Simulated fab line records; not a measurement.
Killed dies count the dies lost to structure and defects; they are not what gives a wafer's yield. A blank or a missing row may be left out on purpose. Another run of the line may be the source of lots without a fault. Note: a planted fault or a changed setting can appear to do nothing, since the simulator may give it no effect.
fab line records    flow nand_harc
[record] lots = 5  wafers = 15  last_day = 24
route steps=1159 shown P_STI@102 P_GATE@110
lots with no fault: from the same line, run without faults
start_h: hours from the record's opening day to when the first of the lot's shown wafers began    wait_h: hours elapsed since this lot's preceding step    " same as the row above    L1.1+2: one row covering several wafers at once    - no value present, or no start provided    * or withheld: withheld    < > ~ a bound
route shown NAME@n: a module of which the file shows steps, and the number in the route of the first    usual: the fault-free wafers' mean and standard deviation    same: alike in all rows    chamber/n: place in a boat    sites: each site's reading    _std_site: their standard deviation    _edge_site: inner sites' mean taken away from outer sites' mean    radius_mm: for every site, how far away it sits from the centre of the wafer    mask NAME#n: copy n    behind: the tool/chamber that last shaped the wafer    hold: why the lot was held/for how many hours/how that ended    device: whichever transistor did not switch (one of n, p or np)    end of line: the route-end tests of the same wafers    a step with no rows: only its recipe    killed: dies lost to structure and defects at the first sort, not the wafer's yield    map: shows each die of a wafer: x if killed, . if not, _ if none is there
set.NAME: setting as actually run; set.NAME@STEP: the setting as run at that earlier step    model.NAME: the simulator's own value behind a step, which no gauge read
lots seen at some steps along the route; tables by step, rows by wafer
services: from which hour (start_h, from the record's first day; less than 0 if before it) a tool's chamber was out of use, for how many hours, and why
[[steps]]
[step NHARC_P_STI_SRD_35]
lot.wafer   tool          chamber  start_h  wait_h
L076.2+4+3  wet_bench-03  2,3,5    68.32    0.0
L077.2+4+5  wet_bench-07  7,2,3    77.18    0.0
L078.1+2+6  wet_bench-03  0,1,2    81.76    0.1
L092.1+3+6  wet_bench-03  7,2,3    167.71   0.0
L095.3+5+6  wet_bench-07  6,0,1    181.45   0.0
[step NHARC_P_STI_ETCH_36]
[recipe] target_depth_a = 388  chemistry = dHF  material = SiO2
lot.wafer   tool          chamber  start_h  wait_h
L076.2+4+3  wet_bench-03  2,3,5    68.34    0.0
L077.2+4+5  wet_bench-07  7,2,3    77.20    0.0
L078.1+2+6  wet_bench-03  0,1,2    81.78    0.0
L092.1+3+6  wet_bench-03  7,2,3    167.73   0.0
L095.3+5+6  wet_bench-07  6,0,1    181.47   0.0
[step NHARC_P_STI_STRIP_24]
[recipe] temp_c = 160  chemistry = H3PO4  material = Si3N4
lot.wafer   tool          chamber  start_h  wait_h
L076.2+4+3  wet_bench-03  2,3,5    68.36    0.0
L077.2+4+5  wet_bench-07  7,2,3    77.22    0.0
L078.1+2+6  wet_bench-03  0,1,2    81.80    0.0
L092.1+3+6  wet_bench-03  7,2,3    167.75   0.0
L095.3+5+6  wet_bench-07  6,0,1    181.48   0.0
[step NHARC_P_STI_ETCH_37]
[recipe] target_depth_a = 110  chemistry = dHF  material = SiO2
lot.wafer   tool          chamber  start_h  wait_h
L076.2+4+3  wet_bench-03  2,3,5    -        -
L077.2+4+5  wet_bench-07  7,2,3    -        -
L078.1+2+6  wet_bench-03  0,1,2    -        -
L092.1+3+6  wet_bench-03  7,2,3    -        -
L095.3+5+6  wet_bench-07  6,0,1    -        -
[step NHARC_P_STI_PRECLEAN_38]
[recipe] time_s = *  temp_c = 50  bath_age_min = 0  chemistry = SC1
lot.wafer   tool          chamber  start_h  wait_h
L076.2+4+3  wet_bench-03  2,3,5    -        -
L077.2+4+5  wet_bench-07  7,2,3    -        -
L078.1+2+6  wet_bench-03  0,1,2    -        -
L092.1+3+6  wet_bench-03  7,2,3    -        -
L095.3+5+6  wet_bench-07  6,0,1    -        -
[step NHARC_P_STI_SRD_39]
lot.wafer   tool          chamber  start_h  wait_h
L076.2+4+3  wet_bench-03  2,3,5    -        -
L077.2+4+5  wet_bench-07  7,2,3    -        -
L078.1+2+6  wet_bench-03  0,1,2    -        -
L092.1+3+6  wet_bench-03  7,2,3    -        -
L095.3+5+6  wet_bench-07  6,0,1    -        -
[step NHARC_P_STI_OXIDE_40]
[recipe] target_thk_a = 100  temp_c = 900  ox_time_s = 1362  material = SiO2
lot.wafer   tool        chamber  start_h  wait_h
L076.2+3+4  furnace-01  0        76.46    -
L077.2+4+5  furnace-01  0        81.29    -
L078.1+2+6  furnace-03  0        86.60    -
L092.1+3+6  furnace-07  0        171.76   -
L095.3+5+6  furnace-01  0        188.68   -
[step NHARC_P_STI_INSPECT_25]
[usual] raw_defect_count = 192/63
lot.wafer  tool               chamber  start_h  wait_h  raw_defect_count
L076.2     defect_inspect-02  -        80.48    0.4     227
L076.3     "                  -        "        "       168
L076.4     "                  -        "        "       171
L077.2     defect_inspect-02  -        85.32    0.4     255
L077.4     "                  -        "        "       129
L077.5     "                  -        "        "       156
L078.1     defect_inspect-02  -        90.68    0.4     238
L078.2     "                  -        "        "       447
L078.6     "                  -        "        "       302
L092.1     defect_inspect-02  -        175.82   0.4     251
L092.3     "                  -        "        "       211
L092.6     "                  -        "        "       136
L095.3     defect_inspect-01  -        192.71   0.4     226
L095.5     "                  -        "        "       156
L095.6     "                  -        "        "       158
[step NHARC_P_GATE_ETCH_69]
[recipe] target_depth_a = 140  chemistry = dHF  material = SiO2
lot.wafer   tool          chamber  start_h  wait_h
L076.3+4+2  wet_bench-02  2,3,6    80.53    0.0
L077.5+4+2  wet_bench-09  6,0,3    85.37    0.0
L078.1+2+6  wet_bench-02  0,2,4    90.73    0.1
L092.1+3+6  wet_bench-01  0,2,5    175.87   0.1
L095.3+6+5  wet_bench-09  3,4,5    192.81   0.1
[step NHARC_P_GATE_PRECLEAN_70]
[recipe] time_s = *  temp_c = 50  bath_age_min = 0  chemistry = SC1
lot.wafer   tool          chamber  start_h  wait_h
L076.3+4+2  wet_bench-02  2,3,6    80.62    0.1
L077.5+4+2  wet_bench-09  6,0,3    85.48    0.1
L078.1+2+6  wet_bench-02  0,2,4    90.83    0.1
L092.1+3+6  wet_bench-01  0,2,5    175.97   0.1
L095.3+6+5  wet_bench-09  3,4,5    192.86   0.0
[step NHARC_P_GATE_SRD_01]
lot.wafer   tool          chamber  start_h  wait_h
L076.3+4+2  wet_bench-02  2,3,6    -        -
L077.5+4+2  wet_bench-09  6,0,3    -        -
L078.1+2+6  wet_bench-02  0,2,4    -        -
L092.1+3+6  wet_bench-01  0,2,5    -        -
L095.3+6+5  wet_bench-09  3,4,5    -        -
[step NHARC_P_GATE_OXIDE_02]
[recipe] target_thk_a = 375  temp_c = 950  p_h2o_torr = 720  ox_time_s = 365  material = SiO2
lot.wafer   tool        chamber  start_h  wait_h
L076.2+3+4  furnace-06  0        83.82    -
L077.2+4+5  furnace-02  0        88.41    -
L078.1+2+6  furnace-06  0        95.05    -
L092.1+3+6  furnace-08  0        179.10   -
L095.3+5+6  furnace-02  0        195.76   -
[step NHARC_P_GATE_DEHYDRATE_03]
[recipe] temp_c = 150  time_s = 120
lot.wafer   tool            chamber  start_h  wait_h
L076.2+3+4  litho_track-07  0        88.36    0.4
L077.2+4+5  litho_track-02  0        92.94    0.4
L078.1+2+6  litho_track-02  0        99.61    0.4
L092.1+3+6  litho_track-07  0        183.66   0.4
L095.3+5+6  litho_track-07  0        200.31   0.4
[step NHARC_P_GATE_HMDS_04]
[recipe] time_s = 30
lot.wafer   tool            chamber  start_h  wait_h
L076.2+3+4  litho_track-07  0        -        -
L077.2+4+5  litho_track-02  0        -        -
L078.1+2+6  litho_track-02  0        -        -
L092.1+3+6  litho_track-07  0        -        -
L095.3+5+6  litho_track-07  0        -        -
[step NHARC_P_GATE_COAT_05]
[recipe] spin_rpm = 4690
lot.wafer   tool            chamber  start_h  wait_h
L076.2+3+4  litho_track-07  0        -        -
L077.2+4+5  litho_track-02  0        -        -
L078.1+2+6  litho_track-02  0        -        -
L092.1+3+6  litho_track-07  0        -        -
L095.3+5+6  litho_track-07  0        -        -
[step NHARC_P_GATE_SOFTBAKE_06]
[recipe] temp_c = 122  time_s = 95
lot.wafer   tool            chamber  start_h  wait_h
L076.2+3+4  litho_track-07  0        -        -
L077.2+4+5  litho_track-02  0        -        -
L078.1+2+6  litho_track-02  0        -        -
L092.1+3+6  litho_track-07  0        -        -
L095.3+5+6  litho_track-07  0        -        -
[step NHARC_P_GATE_EBR_07]
lot.wafer   tool            chamber  start_h  wait_h
L076.2+3+4  litho_track-07  0        -        -
L077.2+4+5  litho_track-02  0        -        -
L078.1+2+6  litho_track-02  0        -        -
L092.1+3+6  litho_track-07  0        -        -
L095.3+5+6  litho_track-07  0        -        -
[step NHARC_P_GATE_EXPOSE_08]
[recipe] na = 0.6  dose_mj = 16.75  mask_id = P_HV
lot.wafer   tool            chamber  start_h  wait_h  mask
L076.2+3+4  krf_scanner-03  0        88.52    -       P_HV#0
L077.2+4+5  krf_scanner-03  0        93.09    -       P_HV#0
L078.1+2+6  krf_scanner-04  0        99.88    -       P_HV#0
L092.1+3+6  krf_scanner-03  0        184.09   -       P_HV#0
L095.3+5+6  krf_scanner-02  0        200.73   -       P_HV#0
[step NHARC_P_GATE_PEB_09]
[recipe] peb_temp_c = 118  peb_time_s = 85
lot.wafer   tool            chamber  start_h  wait_h
L076.2+3+4  litho_track-05  0        88.58    0.1
L077.2+4+5  litho_track-07  0        93.15    0.1
L078.1+2+6  litho_track-05  0        99.95    0.1
L092.1+3+6  litho_track-02  0        184.16   0.1
L095.3+5+6  litho_track-05  0        200.79   0.1
[step NHARC_P_GATE_DEVELOP_10]
[recipe] time_s = 70
lot.wafer   tool            chamber  start_h  wait_h
L076.2+3+4  litho_track-05  0        -        -
L077.2+4+5  litho_track-07  0        -        -
L078.1+2+6  litho_track-05  0        -        -
L092.1+3+6  litho_track-02  0        -        -
L095.3+5+6  litho_track-05  0        -        -
[[services]]
tool            chamber  start_h  hours  kind
krf_scanner-04  -        54.29    5.5    repair
litho_track-05  -        62.00    7.0    pm
krf_scanner-02  -        66.63    0.3    repair
furnace-03      -        72.61    2.4    repair
krf_scanner-02  -        95.54    1.6    repair
wet_bench-07    -        96.00    8.0    pm
furnace-02      -        110.57   26.0   pm
wet_bench-09    -        112.82   8.0    pm
krf_scanner-04  -        126.00   4.0    pm
wet_bench-01    -        134.02   7.9    repair
wet_bench-02    -        137.40   6.4    repair
wet_bench-03    -        146.40   8.0    pm
krf_scanner-02  -        148.92   0.8    repair
wet_bench-03    0        154.40   -      consumable_replace:bath
wet_bench-03    0        154.40   -      consumable_replace:filter
wet_bench-03    1        154.40   -      consumable_replace:bath
wet_bench-03    1        154.40   -      consumable_replace:filter
wet_bench-03    2        154.40   -      consumable_replace:bath
wet_bench-03    2        154.40   -      consumable_replace:filter
litho_track-02  -        165.00   7.0    pm
krf_scanner-03  -        168.00   4.0    pm
wet_bench-02    -        180.05   8.0    pm
litho_track-07  -        189.00   7.0    pm
furnace-06      -        199.40   26.0   pm
[[key]]
fault none
